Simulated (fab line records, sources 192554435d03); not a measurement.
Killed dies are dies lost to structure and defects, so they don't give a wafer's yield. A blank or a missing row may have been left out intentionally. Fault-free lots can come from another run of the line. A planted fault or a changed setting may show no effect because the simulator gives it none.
Chamber matching ; flow n5-finfet ; N5_BEOL_M6_DESCUM_33 on rie-diel-02: 4 sister chambers
The step chemistry O2, time 7 s. 16 wafers are shown with their chamber, then 8 later ones without.

## WAFERS, EACH WITH ITS CHAMBER
wafer;chamber;showerhead-plenum-p-Torr (Torr);throttle-valve-pct (%);rf-vpp-V (V)
L074.3;1;2.15;20.29;244.3
L074.4;0;2.01;20.43;241.5
L074.5;0;2.01;20.43;242.6
L076.1;3;2.08;20.39;242.6
L076.4;2;2.16;20.83;244.9
L076.6;3;2.08;20.41;243.8
L077.3;2;2.16;20.84;243.5
L077.5;0;2.00;20.44;241.9
L077.6;1;2.14;20.32;244.8
L082.2;1;2.14;20.31;244.2
L082.3;0;2.00;20.42;239.6
L082.6;1;2.14;20.31;243.3
L081.1;0;2.00;20.45;241.2
L081.5;2;2.16;20.85;246.5
L081.6;1;2.14;20.32;243.6
L089.1;3;2.07;20.47;242.5

SIGNATURES, as means of the wafers listed above
reading;chamber 0;chamber 1;chamber 2;chamber 3;scatter within a chamber
showerhead-plenum-p-Torr;2.0040;2.1420;2.1600;2.0767;0.00471
throttle-valve-pct;20.4340;20.3100;20.8400;20.4233;0.02
rf-vpp-V;241.360;244.040;244.967;242.967;0.997
Rule: distance of a wafer from a chamber = root of the sum over the readings of ((wafer's reading minus chamber's mean) / reading's scatter) squared. If the next closest chamber is less than 2 further off than the closest, the wafer can't be placed; otherwise it belongs to the closest. The scatter: take each reading less its chamber's mean, square it, sum over the shown wafers, divide by the number of wafers less the number of chambers, and take the root.

## WAFERS WITHOUT THEIR CHAMBER
wafer;showerhead-plenum-p-Torr (Torr);throttle-valve-pct (%);rf-vpp-V (V)
L089.4;2.15;20.52;243.3
L089.5;1.99;20.49;241.0
L092.2;2.07;20.48;242.4
L092.3;2.15;20.53;243.3
L092.4;2.07;20.46;243.5
L096.1;2.15;20.55;243.3
L096.3;2.13;20.00;243.7
L096.5;2.06;20.52;244.5

## WHICH CHAMBER EACH ONE RAN IN
wafer;from the rows above;in truth
L089.4;1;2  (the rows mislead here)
L089.5;0;0
L092.2;3;3
L092.3;1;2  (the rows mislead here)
L092.4;3;3
L096.1;1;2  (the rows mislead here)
L096.3;1;1
L096.5;3;3
Correct placement for 5 of the 8. Not placeable from these rows: 0. Wrongly placed: 3.
